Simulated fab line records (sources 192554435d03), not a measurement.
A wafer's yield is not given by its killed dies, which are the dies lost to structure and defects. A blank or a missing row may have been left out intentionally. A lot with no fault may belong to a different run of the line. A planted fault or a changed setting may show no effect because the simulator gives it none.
One fault seen from 3 desks -- flow n5Finfet -- only its own numbers are on each desk; what lay behind them is given at the end

== DESK OF THE TOOL OWNER: rieDiel-05 ==
The tool's own readings at N5_BEOL_M13_ETCH_38 (etches SiCN in CF4/N2, target depth 67.5 nm, time 71.9 s): means of the sampled wafers that have a number, for each lot that ran on this tool. The brackets show how far a lot's mean lies from the usual mean; more than 4 standard deviations puts the lot out of limits, marked OUT.
Columns: A = drypumpMotorCurrentA at N5_BEOL_M13_ETCH_38, usual 5.7 A; B = oesProductAu at N5_BEOL_M13_ETCH_38, usual 0.83 a.u.; C = rfVppV at N5_BEOL_M13_ETCH_38, usual 382.8 V; D = showerheadPlenumPTorr at N5_BEOL_M13_ETCH_38, usual 2.23 Torr; E = throttleValvePct at N5_BEOL_M13_ETCH_38, usual 15.26 %
lot,first seen here,A,B,C,D,E
L896,day 14 13:42,5.7,0.82,382.9,2.25,15.17
L900,day 15 10:14,5.7,0.69,384.0,2.25,15.11
L902,day 15 17:03,5.5,0.75,383.2,2.25,15.06
L901,day 15 17:51,5.5,0.82,383.5,2.23,15.14
This desk's finding: nothing out of limits on any of the 4 lots.

== AT THE METROLOGY DESK ==
Means of the sampled wafers that have a number, per lot and without regard to the tool the lot ran on: this is what the gauges read. The brackets show how far a lot's mean lies from the usual mean; more than 4 standard deviations puts the lot out of limits, marked OUT.
Columns: A = cdNm at N5_BEOL_M13_CD_MEAS_28, usual 209.1 nm; B = M13_OVL at N5_BEOL_M13_OVL_MEAS_29, usual 0 nm; C = trenchDepthNm at N5_BEOL_M13_OCD_MEAS_35, usual 414 nm
lot,first seen here,A,B,C
L882,day 10 08:51,207.2,6,425
L884,day 11 07:21,208.7,-9,417
L896,day 14 09:23,207.2,1,415
L900,day 15 08:34,209.7,1,417
L902,day 15 16:07,208.1,-1,414
L901,day 15 16:39,210.5,-1,414
L904,day 16 12:20,211.1,8,415
This desk's finding: nothing out of limits on any of the 7 lots.

== THE DEFECT DESK ==
Inspection counts along the route, by lot: the mean over sampled wafers that carry a number. The brackets show how far a lot's mean lies from the usual mean; more than 4 standard deviations puts the lot out of limits, marked OUT.
Columns: A = rawDefectCount at N5_BEOL_M13_INSPECT_30, usual 1.9
lot,first seen here,A
L882,day 10 08:54,3.3
L884,day 11 07:25,2.3
L896,day 14 09:26,2.0
L900,day 15 08:37,2.0
L902,day 15 16:10,0.7
L901,day 15 16:42,2.0
L904,day 16 12:23,1.7
This desk's finding: nothing out of limits on any of the 7 lots.

== BROUGHT TOGETHER ==
The tool owner's desk saw nothing out of limits.
The metrology desk saw nothing out of limits.
Nothing out of limits was seen by the defect desk.

== WHAT THE SIMULATOR HAD INSERTED ==
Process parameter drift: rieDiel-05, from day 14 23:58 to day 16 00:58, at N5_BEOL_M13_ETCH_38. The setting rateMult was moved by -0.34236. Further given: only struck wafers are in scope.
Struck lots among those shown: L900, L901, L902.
